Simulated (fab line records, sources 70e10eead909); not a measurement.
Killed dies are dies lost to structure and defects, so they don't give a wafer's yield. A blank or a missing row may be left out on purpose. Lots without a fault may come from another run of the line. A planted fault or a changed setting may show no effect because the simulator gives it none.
Which tool did it? | flow nand_harc | 24 lots, 72 wafers sampled, at 2 steps of a route of 1302

WHAT THE GAUGES READ, wafer by wafer
NHARC_A_CONTACT_CD_MEAS_42: target cd 300 nm.
lot  | measured     | on        | cd_nm (nm)
L076 | day 21 22:56 | cd_sem-01 | 301.5 300.1 300.5
L075 | day 21 23:14 | cd_sem-03 | 300.3 300.5 301.2
L074 | day 22 05:10 | cd_sem-01 | 299.7 299.7 300.3
L078 | day 22 09:59 | cd_sem-01 | 300.8 300.0 300.5
L077 | day 22 09:49 | cd_sem-03 | 299.6 299.5 299.8
L080 | day 22 20:37 | cd_sem-01 | 299.9 299.1 299.1
L079 | day 23 07:05 | cd_sem-02 | 300.7 301.6 301.4
L084 | day 24 21:55 | cd_sem-03 | 299.2 299.6 299.0
L082 | day 25 01:13 | cd_sem-02 | 299.9 300.0 299.8
L083 | day 25 08:36 | cd_sem-01 | 299.4 299.3 299.8
L081 | day 25 08:04 | cd_sem-01 | 299.5 299.2 299.2
L085 | day 25 20:23 | cd_sem-03 | 299.8 299.2 299.0
L086 | day 26 00:25 | cd_sem-01 | 300.7 300.2 300.4
L088 | day 26 23:49 | cd_sem-03 | 300.0 299.7 299.9
L089 | day 27 04:28 | cd_sem-01 | 299.1 299.2 299.9
L087 | day 27 10:28 | cd_sem-02 | 299.1 299.2 298.5
L091 | day 27 22:55 | cd_sem-03 | 299.8 299.9 300.0
L090 | day 28 01:56 | cd_sem-01 | 301.2 300.7 300.8
L092 | day 28 06:27 | cd_sem-03 | 299.1 299.8 298.9
L094 | day 28 20:52 | cd_sem-03 | 299.5 300.0 299.7
L093 | day 28 22:08 | cd_sem-03 | 301.0 300.8 300.4
L097 | day 30 09:35 | cd_sem-03 | 299.5 299.7 299.6
L096 | day 30 15:13 | cd_sem-03 | 299.9 300.6 300.5
L095 | day 31 03:56 | cd_sem-03 | 299.0 300.1 298.6

WHICH TOOL RAN EACH LOT (tool, then ch and the chambers of the sampled wafers, then the start)
lot  | NHARC_A_CONTACT_DEP_24
L076 | pecvd-03 ch 0,1,2, day 21 17:33
L075 | pecvd-02 ch 0,1,2, day 21 17:36
L074 | pecvd-02 ch 0,2, day 21 22:29
L078 | pecvd-03 ch 1,2, day 22 04:18
L077 | pecvd-04 ch 0,2, day 22 04:22
L080 | pecvd-04 ch 0,1,2, day 22 14:33
L079 | pecvd-02 ch 1,2, day 23 01:32
L084 | pecvd-04 ch 0,2, day 24 16:23
L082 | pecvd-03 ch 0,1, day 24 19:44
L083 | pecvd-04 ch 0,1,2, day 25 00:41
L081 | pecvd-02 ch 1,2, day 25 00:41
L085 | pecvd-04 ch 0,2, day 25 14:49
L086 | pecvd-04 ch 0,2, day 25 17:25
L088 | pecvd-02 ch 1,2, day 26 15:31
L089 | pecvd-04 ch 1,2, day 26 22:55
L087 | pecvd-02 ch 1,2, day 27 04:19
L091 | pecvd-03 ch 0,1,2, day 27 16:27
L090 | pecvd-04 ch 0,1,2, day 27 20:18
L092 | pecvd-03 ch 1,2, day 28 00:52
L094 | pecvd-03 ch 0,2, day 28 13:55
L093 | pecvd-02 ch 0,1,2, day 28 14:08
L097 | pecvd-02 ch 0,1, day 30 04:05
L096 | pecvd-02 ch 0,1,2, day 30 08:34
L095 | pecvd-03 ch 0,1,2, day 30 22:29
- NHARC_A_CONTACT_DEP_24: deposits SiO2, target thk 500 nm.

WHAT THE TOOLS THEMSELVES READ (means of the sampled wafers that have a number; where no wafer has one, the mark that the record gives instead)
NHARC_A_CONTACT_DEP_24.
lot  | tool     | heater_power_outer_w (W) | heater_power_w (W) | susceptor_temp_C (C) | throttle_valve_pct (%)
L076 | pecvd-03 | 241                      | 448                | 399.93               | 16.1
L075 | pecvd-02 | 267                      | 506                | 399.99               | 15.8
L074 | pecvd-02 | 232                      | 453                | 399.84               | 16.0
L078 | pecvd-03 | 248                      | 447                | 399.93               | 15.8
L077 | pecvd-04 | 263                      | 483                | 399.70               | 16.3
L080 | pecvd-04 | 325                      | 551                | 400.07               | 16.1
L079 | pecvd-02 | 267                      | 517                | 400.11               | 15.8
L084 | pecvd-04 | 320                      | 563                | 400.28               | 16.3
L082 | pecvd-03 | 318                      | 554                | 400.30               | 16.0
L083 | pecvd-04 | 388                      | 629                | 399.80               | 16.3
L081 | pecvd-02 | 267                      | 515                | 400.04               | 15.9
L085 | pecvd-04 | 381                      | 650                | 399.99               | 16.2
L086 | pecvd-04 | 362                      | 620                | 400.02               | 16.4
L088 | pecvd-02 | 242                      | 483                | 399.94               | 15.4
L089 | pecvd-04 | 301                      | 502                | 400.04               | 16.5
L087 | pecvd-02 | 244                      | 479                | 400.09               | 15.4
L091 | pecvd-03 | 261                      | 473                | 399.84               | 15.8
L090 | pecvd-04 | 366                      | 604                | 400.11               | 16.4
L092 | pecvd-03 | 229                      | 427                | 399.90               | 15.7
L094 | pecvd-03 | 232                      | 423                | 400.02               | 15.8
L093 | pecvd-02 | 266                      | 517                | 400.02               | 15.8
L097 | pecvd-02 | 264                      | 499                | 400.02               | 15.7
L096 | pecvd-02 | 245                      | 492                | 400.08               | 15.9
L095 | pecvd-03 | 275                      | 481                | 400.04               | 16.1

THE ANSWER, worked out from the rows above alone
Rule: what is usual is taken from the lots themselves. Put in order of their means at a reading, lots are off if they are a third of the lots or fewer, leave a main group of 4 or more, and stand apart from it by a gap of 3 or more times the standard deviation of the main group's means; of several such gaps the widest counts. A main group whose means are all the same, to the digits that the tables above print for the reading, isn't used. A lot without any number at a reading at which 4 lots or more have one is off too. The other lots that the step has rows for count as sound. The gauges are gone through in route order, then the tools' own readings, and for those a lot's mean is taken as printed above. The first step at which some lot is off is used, and at that step the reading that is off furthest; a lot without a number counts as furthest.
No lot is off at any reading shown: from this, nothing can be told.

WHAT THE SIMULATOR HAD PUT IN
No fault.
